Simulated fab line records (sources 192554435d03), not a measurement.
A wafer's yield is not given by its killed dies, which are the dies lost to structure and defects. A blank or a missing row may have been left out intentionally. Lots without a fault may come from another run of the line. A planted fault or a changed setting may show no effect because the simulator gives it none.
The same fault as seen by 2 desks ; flow n5-finfet ; only its own numbers are on each desk; what lay behind them is given at the end

## DESK OF THE TOOL OWNER: wet-bench-05
The tool's own readings at N5_BEOL_M9_HM_STRIP_39 (strips TiN in peroxide tin strip, target depth 25 nm, time 158 s): means of the sampled wafers that have a number, for each lot that ran on this tool. A lot is out of limits, marked OUT, if its mean lies more than 4 standard deviations from the usual mean; the brackets give that distance.
Columns: A = run-length-s at N5_BEOL_M9_HM_STRIP_39, usual 166 s
lot;first seen here;A
L925;day 10 05:39;165
L932;day 11 16:32;181 (+4.3) OUT
L934;day 12 10:10;180
L944;day 14 21:22;165
L947;day 15 22:14;171
This desk finds L932 out of limits, L932 being first, at day 11 16:32 (run-length-s at N5_BEOL_M9_HM_STRIP_39). L925, L934, L944, L947: within limits.

## THE METROLOGY DESK
Lot by lot, what the gauges showed, no matter which tool ran the lot: averages of those sampled wafers that carry a number. A lot is out of limits, marked OUT, if its mean lies more than 4 standard deviations from the usual mean; the brackets give that distance.
Columns: A = trench-depth-nm at N5_BEOL_M9_OCD_MEAS_38, usual 150.1 nm
lot;first seen here;A
L925;day 10 05:37;148.8
L932;day 11 16:31;149.8
L934;day 12 10:09;151.0
L944;day 14 21:20;151.9
L946;day 15 20:58;148.4
L947;day 15 22:13;149.6
This desk found nothing out of limits on any of the 6 lots.

## PUT TOGETHER
The tool owner's desk had the chance to raise an alarm at day 11 16:32 on L932.
Nothing out of limits was seen by the metrology desk.
The metrology desk holds a record of L932, inside its limits.
Every lot named ran N5_BEOL_M9_HM_STRIP_39 on wet-bench-05.

## WHAT THE SIMULATOR PUT IN
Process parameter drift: wet-bench-05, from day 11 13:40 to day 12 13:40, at N5_BEOL_M9_HM_STRIP_39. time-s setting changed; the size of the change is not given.
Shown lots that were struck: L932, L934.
Delay in hours, fault start to first out-of-limits reading, by desk: the tool owner's desk at 3.
